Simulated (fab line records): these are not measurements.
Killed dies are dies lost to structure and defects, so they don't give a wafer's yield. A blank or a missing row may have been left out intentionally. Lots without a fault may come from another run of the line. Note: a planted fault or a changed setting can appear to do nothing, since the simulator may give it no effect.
Which tool is to blame? || flow n5 finfet || 12 lots, 36 wafers sampled, at 6 steps of a route of 1938

## WHAT THE GAUGES READ, wafer by wafer
N5_BEOL_M1_CD_MEAS_18: pitch 36 nm, target cd 18 nm.
{"lot": "L075", "measured": "day 6 16:46", "on": "cd sem-03", "cd nm (nm)": "18.52 18.10 18.48"}
{"lot": "L077", "measured": "day 6 20:38", "on": "cd sem-01", "cd nm (nm)": "17.69 18.66 18.23"}
{"lot": "L079", "measured": "day 8 00:33", "on": "cd sem-01", "cd nm (nm)": "17.69 18.01 17.37"}
{"lot": "L081", "measured": "day 8 06:58", "on": "cd sem-02", "cd nm (nm)": "18.26 18.20 18.07"}
{"lot": "L083", "measured": "day 10 06:44", "on": "cd sem-03", "cd nm (nm)": "17.92 17.89 17.97"}
{"lot": "L085", "measured": "day 10 21:11", "on": "cd sem-02", "cd nm (nm)": "17.86 17.71 17.75"}
{"lot": "L088", "measured": "day 11 02:40", "on": "cd sem-03", "cd nm (nm)": "18.12 18.02 18.06"}
{"lot": "L089", "measured": "day 12 07:46", "on": "cd sem-03", "cd nm (nm)": "17.76 17.76 18.03"}
{"lot": "L091", "measured": "day 12 10:31", "on": "cd sem-02", "cd nm (nm)": "17.70 18.23 17.86"}
{"lot": "L093", "measured": "day 12 12:28", "on": "cd sem-03", "cd nm (nm)": "17.84 18.03 17.79"}
{"lot": "L095", "measured": "day 13 21:34", "on": "cd sem-01", "cd nm (nm)": "17.34 18.09 17.61"}
{"lot": "L097", "measured": "day 13 21:57", "on": "cd sem-03", "cd nm (nm)": "18.48 18.04 17.61"}

## WHAT TOOL EACH LOT RAN ON (gives the tool, then ch and the chambers of the sampled wafers, and finally the start)
{"lot": "L075", "N5_BEOL_M0_CUTY_DESCUM_61": "rie diel-06 ch 0,2,3, day 6 07:43", "N5_BEOL_M0_CUTY_ETCH_63": "rie diel-06 ch 0,2,3, day 6 07:47", "N5_BEOL_M0_ETCH_138": "rie diel-06 ch 0,2,3, day 6 07:55", "N5_BEOL_M0_PRE_CLEAN_131": "cvd co-01 ch 0,2, day 6 14:07", "N5_BEOL_M1_PECVD_72": "pecvd-02 ch 0,2, day 6 14:34"}
{"lot": "L077", "N5_BEOL_M0_CUTY_DESCUM_61": "rie diel-04 ch 1,2, day 6 13:29", "N5_BEOL_M0_CUTY_ETCH_63": "rie diel-04 ch 1,2, day 6 13:34", "N5_BEOL_M0_ETCH_138": "rie diel-04 ch 1,2, day 6 13:41", "N5_BEOL_M0_PRE_CLEAN_131": "cvd co-01 ch 0,2, day 6 18:16", "N5_BEOL_M1_PECVD_72": "pecvd-02 ch 0,2, day 6 18:39"}
{"lot": "L079", "N5_BEOL_M0_CUTY_DESCUM_61": "rie diel-06 ch 0,2,3, day 7 00:47", "N5_BEOL_M0_CUTY_ETCH_63": "rie diel-06 ch 0,2,3, day 7 00:52", "N5_BEOL_M0_ETCH_138": "rie diel-06 ch 0,2,3, day 7 00:59", "N5_BEOL_M0_PRE_CLEAN_131": "cvd co-01 ch 0,1,2, day 7 07:16", "N5_BEOL_M1_PECVD_72": "pecvd-04 ch 0,1, day 7 07:40"}
{"lot": "L081", "N5_BEOL_M0_CUTY_DESCUM_61": "rie diel-04 ch 0,3, day 8 01:23", "N5_BEOL_M0_CUTY_ETCH_63": "rie diel-04 ch 0,3, day 8 01:28", "N5_BEOL_M0_ETCH_138": "rie diel-04 ch 0,3, day 8 01:35", "N5_BEOL_M0_PRE_CLEAN_131": "cvd co-01 ch 0,1,2, day 8 04:08", "N5_BEOL_M1_PECVD_72": "pecvd-01 ch 0,1, day 8 04:32"}
{"lot": "L083", "N5_BEOL_M0_CUTY_DESCUM_61": "rie diel-01 ch 0,1,2, day 9 21:34", "N5_BEOL_M0_CUTY_ETCH_63": "rie diel-01 ch 0,1,2, day 9 21:38", "N5_BEOL_M0_ETCH_138": "rie diel-01 ch 0,1,2, day 9 21:46", "N5_BEOL_M0_PRE_CLEAN_131": "cvd co-01 ch 0,1,2, day 10 00:34", "N5_BEOL_M1_PECVD_72": "pecvd-04 ch 0,1,2, day 10 00:59"}
{"lot": "L085", "N5_BEOL_M0_CUTY_DESCUM_61": "rie diel-06 ch 0,3, day 10 15:59", "N5_BEOL_M0_CUTY_ETCH_63": "rie diel-06 ch 0,3, day 10 16:04", "N5_BEOL_M0_ETCH_138": "rie diel-06 ch 0,3, day 10 16:11", "N5_BEOL_M0_PRE_CLEAN_131": "cvd co-01 ch 1,2, day 10 19:48", "N5_BEOL_M1_PECVD_72": "pecvd-04 ch 0,1,2, day 10 20:11"}
{"lot": "L088", "N5_BEOL_M0_CUTY_DESCUM_61": "rie diel-04 ch 0,1,3, day 10 17:20", "N5_BEOL_M0_CUTY_ETCH_63": "rie diel-04 ch 0,1,3, day 10 17:25", "N5_BEOL_M0_ETCH_138": "rie diel-04 ch 0,1,3, day 10 17:32", "N5_BEOL_M0_PRE_CLEAN_131": "cvd co-01 ch 1,2, day 10 23:58", "N5_BEOL_M1_PECVD_72": "pecvd-02 ch 0,1, day 11 00:23"}
{"lot": "L089", "N5_BEOL_M0_CUTY_DESCUM_61": "rie diel-06 ch 0,2, day 11 23:38", "N5_BEOL_M0_CUTY_ETCH_63": "rie diel-06 ch 0,2, day 11 23:43", "N5_BEOL_M0_ETCH_138": "rie diel-06 ch 0,2, day 11 23:50", "N5_BEOL_M0_PRE_CLEAN_131": "cvd co-02 ch 1,2, day 12 05:29", "N5_BEOL_M1_PECVD_72": "pecvd-02 ch 0,1,2, day 12 05:52"}
{"lot": "L091", "N5_BEOL_M0_CUTY_DESCUM_61": "rie diel-06 ch 0,1,3, day 12 01:50", "N5_BEOL_M0_CUTY_ETCH_63": "rie diel-06 ch 0,1,3, day 12 01:55", "N5_BEOL_M0_ETCH_138": "rie diel-06 ch 0,1,3, day 12 02:02", "N5_BEOL_M0_PRE_CLEAN_131": "cvd co-02 ch 1,2, day 12 07:52", "N5_BEOL_M1_PECVD_72": "pecvd-02 ch 0,2, day 12 08:16"}
{"lot": "L093", "N5_BEOL_M0_CUTY_DESCUM_61": "rie diel-01 ch 0,2,3, day 12 03:06", "N5_BEOL_M0_CUTY_ETCH_63": "rie diel-01 ch 0,2,3, day 12 03:11", "N5_BEOL_M0_ETCH_138": "rie diel-01 ch 0,2,3, day 12 03:18", "N5_BEOL_M0_PRE_CLEAN_131": "cvd co-02 ch 0,2, day 12 10:01", "N5_BEOL_M1_PECVD_72": "pecvd-02 ch 0,1,2, day 12 10:24"}
{"lot": "L095", "N5_BEOL_M0_CUTY_DESCUM_61": "rie diel-04 ch 0,1,3, day 13 07:35", "N5_BEOL_M0_CUTY_ETCH_63": "rie diel-04 ch 0,1,3, day 13 07:40", "N5_BEOL_M0_ETCH_138": "rie diel-04 ch 0,1,3, day 13 07:48", "N5_BEOL_M0_PRE_CLEAN_131": "cvd co-02 ch 0,1,2, day 13 19:22", "N5_BEOL_M1_PECVD_72": "pecvd-01 ch 0,1,2, day 13 19:46"}
{"lot": "L097", "N5_BEOL_M0_CUTY_DESCUM_61": "rie diel-01 ch 1,2,3, day 13 09:03", "N5_BEOL_M0_CUTY_ETCH_63": "rie diel-01 ch 1,2,3, day 13 09:08", "N5_BEOL_M0_ETCH_138": "rie diel-01 ch 1,2,3, day 13 09:15", "N5_BEOL_M0_PRE_CLEAN_131": "cvd co-01 ch 0,1,2, day 13 19:44", "N5_BEOL_M1_PECVD_72": "pecvd-04 ch 0,1,2, day 13 20:13"}
- N5_BEOL_M0_CUTY_DESCUM_61: chemistry O2, time 7.9 s.
- N5_BEOL_M0_CUTY_ETCH_63: etches SOC in N2/H2, target depth 82.7 nm, overetch 16.5 nm, time 124 s.
- N5_BEOL_M0_ETCH_138: etches SiCN in CH3F/O2, target depth 12 nm, time 31.6 s.
- N5_BEOL_M0_PRE_CLEAN_131: time 15 s.
- N5_BEOL_M1_PECVD_72: deposits SiO2 from TEOS/O2, target thk 16 nm, time 18 s.

## THE ANSWER, worked out from the rows above alone
Rule: the lots themselves supply what counts as usual. The widest of any qualifying gaps counts: lots, ordered by their means at a reading, are off when they make up no more than a third of the lots, leave a main group of 4 or more, and stand apart from it by 3 or more times the standard deviation of that group's means. A main group is skipped when, at the precision printed for the reading in the tables above, its means are all equal. A lot without any number at a reading at which 4 lots or more have one is off too. Any other lot the step has rows for is counted as sound.
None of the lots is off at any reading shown; this tells nothing.

## WHAT WAS PUT IN BY THE SIMULATOR
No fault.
